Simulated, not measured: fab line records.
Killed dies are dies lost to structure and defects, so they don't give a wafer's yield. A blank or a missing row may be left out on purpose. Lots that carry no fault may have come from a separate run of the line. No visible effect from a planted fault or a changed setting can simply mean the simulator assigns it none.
Matching of chambers	flow n5 finfet	N5_BEOL_M0_SAQP_CUT_ETCH_46 on rie diel-03: 4 sister chambers
The step etches SOC in N2/H2, target depth 135 nm, overetch 27 nm, time 202.5 s. 8 wafers are shown with their chamber, then 11 later ones without.

## WAFERS PAIRED WITH THEIR CHAMBERS
wafer	chamber	drypump motor current A (A)	throttle valve pct (%)
L080.5	3	6.2	17.78
L084.1	1	5.6	18.07
L084.4	2	5.1	17.81
L084.6	2	5.0	17.81
L086.1	1	5.6	18.08
L086.2	3	6.2	17.80
L086.3	0	5.0	17.32
L087.1	0	5.0	17.30

## WAFERS MISSING THEIR CHAMBER
wafer	drypump motor current A (A)	throttle valve pct (%)
L087.2	5.6	18.09
L087.4	5.0	17.82
L093.1	4.9	17.32
L093.5	6.2	17.82
L093.6	5.1	17.83
L094.2	5.6	18.11
L094.3	5.1	17.83
L094.5	6.2	17.80
L096.1	6.2	17.82
L096.3	5.6	18.13
L096.5	6.2	17.81

## EACH ONE'S CHAMBER
wafer	from the rows above	in truth
L087.2	1	1
L087.4	2	2
L093.1	0	0
L093.5	3	3
L093.6	2	2
L094.2	1	1
L094.3	2	2
L094.5	3	3
L096.1	3	3
L096.3	1	1
L096.5	3	3
Placed correctly: 11 of 11. Not placeable from these rows: 0. Number placed wrongly: 0.
How it was worked out, from the rows above alone: a wafer's distance from a chamber is the root of the sum, over the readings, of the square of ((its reading less the chamber's mean) divided by the reading's scatter). If the next closest chamber is less than 2 further off than the closest, the wafer can't be placed; otherwise it belongs to the closest. Each chamber's mean is taken over the wafers shown for it. The scatter: the root of (the sum of the squares of (reading less its chamber's mean) over the shown wafers, divided by (wafers less chambers)).
